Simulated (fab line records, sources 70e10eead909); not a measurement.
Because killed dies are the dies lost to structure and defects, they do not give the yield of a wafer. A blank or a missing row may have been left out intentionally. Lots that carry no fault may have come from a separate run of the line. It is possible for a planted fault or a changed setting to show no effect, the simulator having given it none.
Chamber matching    flow nandHarc    4 sister chambers for NHARC_A_DECK1_JOINT_CMP_02 on cmp-03
The step polishes SiOx. 36 wafers are shown with their chamber, then 12 later ones without.

== WAFERS PAIRED WITH THEIR CHAMBERS ==
wafer   chamber  motorCurrentA (A)
L074.3  3        11.0
L074.5  2        10.6
L074.6  3        10.8
L076.1  1        12.7
L076.3  3        10.3
L076.6  3        10.7
L077.2  0        13.1
L077.3  2        11.1
L077.4  1        13.4
L077.1  3        10.5
L077.5  3        11.0
L077.6  2        10.9
L079.2  1        13.9
L079.3  2        10.6
L079.5  1        12.8
L083.3  1        13.5
L083.5  3        10.9
L083.6  2        10.7
L086.1  0        13.1
L086.2  1        14.0
L086.6  3        10.6
L087.1  1        13.1
L087.3  2        11.0
L087.4  3        10.1
L087.2  0        13.8
L087.5  3        10.5
L087.6  0        13.7
L089.2  1        13.5
L089.3  0        13.2
L089.6  0        13.7
L091.1  1        13.5
L091.4  3        10.8
L091.6  2        11.2
L093.1  2        10.9
L093.4  0        13.8
L093.5  1        13.0

SIGNATURES (averages over the wafers above)
reading        chamber 0  chamber 1  chamber 2  chamber 3  scatter within a chamber
motorCurrentA  13.486     13.340     10.875     10.655     0.333
Rule: a wafer lies at a distance from a chamber equal to the root of the sum of squares, over the readings, of (its reading less the chamber's mean, divided by the reading's scatter). If the next closest chamber is less than 2 further off than the closest, the wafer can't be placed; otherwise it belongs to the closest. The scatter is the square root of a quotient: the sum, over the shown wafers, of each reading's squared deviation from its chamber's mean, divided by wafers minus chambers.

== WAFERS MISSING THEIR CHAMBER ==
wafer   motorCurrentA (A)
L093.2  10.4
L093.3  14.5
L093.6  13.3
L096.1  11.2
L096.4  13.6
L096.5  10.7
L097.1  10.8
L097.4  10.5
L097.5  10.6
L097.2  13.3
L097.3  13.6
L097.6  10.4

== CHAMBER TAKEN BY EACH ==
wafer   from the rows above      in truth
L093.2  can't be placed: 3 or 2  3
L093.3  can't be placed: 0 or 1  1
L093.6  can't be placed: 1 or 0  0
L096.1  can't be placed: 2 or 3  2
L096.4  can't be placed: 0 or 1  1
L096.5  can't be placed: 3 or 2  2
L097.1  can't be placed: 2 or 3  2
L097.4  can't be placed: 3 or 2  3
L097.5  can't be placed: 3 or 2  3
L097.2  can't be placed: 1 or 0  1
L097.3  can't be placed: 0 or 1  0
L097.6  can't be placed: 3 or 2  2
Placed correctly: 0 of 12. Can't be placed from these rows: 12 (the true chamber is among the candidates in 12). Number placed wrongly: 0.
